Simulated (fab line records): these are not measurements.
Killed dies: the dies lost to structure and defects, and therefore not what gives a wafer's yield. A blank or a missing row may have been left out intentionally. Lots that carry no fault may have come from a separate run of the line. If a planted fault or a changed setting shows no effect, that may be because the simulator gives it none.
Matching of chambers / flow nandHarc / NHARC_THIN_TSV_CMP_21 on cmp-01: 4 sister chambers
The step polishes, t overpolish 30 s, target thk 2000 nm. 4 wafers are shown with their chamber, then 7 later ones without.

WAFERS WITH THEIR CHAMBER
wafer=L614.5; chamber=0; motorCurrentA (A)=14.1
wafer=L618.6; chamber=2; motorCurrentA (A)=13.3
wafer=L622.1; chamber=3; motorCurrentA (A)=12.3
wafer=L622.3; chamber=1; motorCurrentA (A)=10.4

WAFERS WITH NO CHAMBER GIVEN
wafer=L622.4; motorCurrentA (A)=13.5
wafer=L623.1; motorCurrentA (A)=12.8
wafer=L623.3; motorCurrentA (A)=10.0
wafer=L623.4; motorCurrentA (A)=13.3
wafer=L630.3; motorCurrentA (A)=13.5
wafer=L630.4; motorCurrentA (A)=12.4
wafer=L630.5; motorCurrentA (A)=13.0

WHICH CHAMBER EACH ONE RAN IN
wafer=L622.4; from the rows above=can't be placed: 2 or 0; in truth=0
wafer=L623.1; from the rows above=can't be placed: 2 or 3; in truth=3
wafer=L623.3; from the rows above=1; in truth=1
wafer=L623.4; from the rows above=2; in truth=2
wafer=L630.3; from the rows above=can't be placed: 2 or 0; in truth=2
wafer=L630.4; from the rows above=3; in truth=3
wafer=L630.5; from the rows above=can't be placed: 2 or 3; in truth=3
Placed correctly: 3 of 7. Cannot be placed on the basis of these rows: 4; the candidates contain the true chamber in 4. Wrongly placed: 0.
How it was worked out, from the rows above alone: a wafer's distance from a chamber is the root of the sum, over the readings, of the square of ((its reading less the chamber's mean) divided by the reading's scatter). If the next closest chamber is less than 2 further off than the closest, the wafer can't be placed; otherwise it belongs to the closest. Each chamber's mean is taken over the wafers shown for it. The scatter: root of mean squared gap, hidden wafer to nearest shown wafer, with one shown wafer a chamber.
